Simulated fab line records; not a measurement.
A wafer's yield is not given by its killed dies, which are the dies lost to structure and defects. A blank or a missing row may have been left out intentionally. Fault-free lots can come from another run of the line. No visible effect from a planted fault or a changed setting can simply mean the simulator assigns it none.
Matching of chambers    flow n5 finfet    rie diel-01 running N5_BEOL_M10_ETCH_62: 4 sister chambers
The step etches SOC in N2/H2, target depth 110 nm, overetch 22 nm, time 165 s. 16 wafers are shown with their chamber, then 8 later ones without.

## WAFERS, EACH WITH ITS CHAMBER
wafer   chamber  showerhead plenum p Torr (Torr)  throttle valve pct (%)  oes product au (a.u.)
L078.1  2        2.68                             17.56                   0.72
L078.3  3        2.47                             17.62                   0.72
L078.4  0        2.68                             17.62                   0.71
L079.2  1        2.61                             17.97                   0.57
L079.5  2        2.68                             17.59                   0.71
L079.6  3        2.47                             17.65                   0.72
L080.2  3        2.47                             17.64                   0.71
L080.3  2        2.68                             17.58                   0.71
L080.6  0        2.68                             17.61                   0.72
L083.2  3        2.47                             17.65                   0.71
L083.3  1        2.60                             17.97                   0.56
L083.6  0        2.67                             17.62                   0.71
L084.2  0        2.67                             17.64                   0.71
L084.3  3        2.47                             17.64                   0.71
L084.4  0        2.67                             17.63                   0.70
L085.1  3        2.47                             17.68                   0.70

SIGNATURES (means of the wafers above)
reading                   chamber 0  chamber 1  chamber 2  chamber 3  scatter within a chamber
showerhead plenum p Torr  2.6740     2.6050     2.6800     2.4700     0.00376
throttle valve pct        17.6240    17.9700    17.5767    17.6467    0.0156
oes product au            0.7100     0.5650     0.7133     0.7117     0.00707
Rule: distance of a wafer from a chamber = root of the sum over the readings of ((wafer's reading minus chamber's mean) / reading's scatter) squared. If the next closest chamber is less than 2 further off than the closest, the wafer can't be placed; otherwise it belongs to the closest. The scatter: take each reading less its chamber's mean, square it, sum over the shown wafers, divide by the number of wafers less the number of chambers, and take the root.

## WAFERS WHOSE CHAMBER IS MISSING
wafer   showerhead plenum p Torr (Torr)  throttle valve pct (%)  oes product au (a.u.)
L085.2  2.67                             17.60                   0.69
L085.3  2.60                             17.54                   0.83
L091.1  2.60                             17.56                   0.79
L091.3  2.67                             17.65                   0.69
L091.6  2.60                             17.55                   0.79
L094.1  2.66                             17.65                   0.69
L094.2  2.46                             17.69                   0.68
L094.3  2.59                             17.57                   0.78

## CHAMBER TAKEN BY EACH
wafer   from the rows above      in truth
L085.2  can't be placed: 0 or 2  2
L085.3  can't be placed: 0 or 2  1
L091.1  can't be placed: 0 or 2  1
L091.3  0                        0
L091.6  can't be placed: 0 or 2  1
L094.1  0                        0
L094.2  3                        3
L094.3  can't be placed: 0 or 2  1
Correctly placed: 3 of 8. Not placeable from these rows: 5 (in 1, the candidates include the true chamber). Wrongly placed: 0.
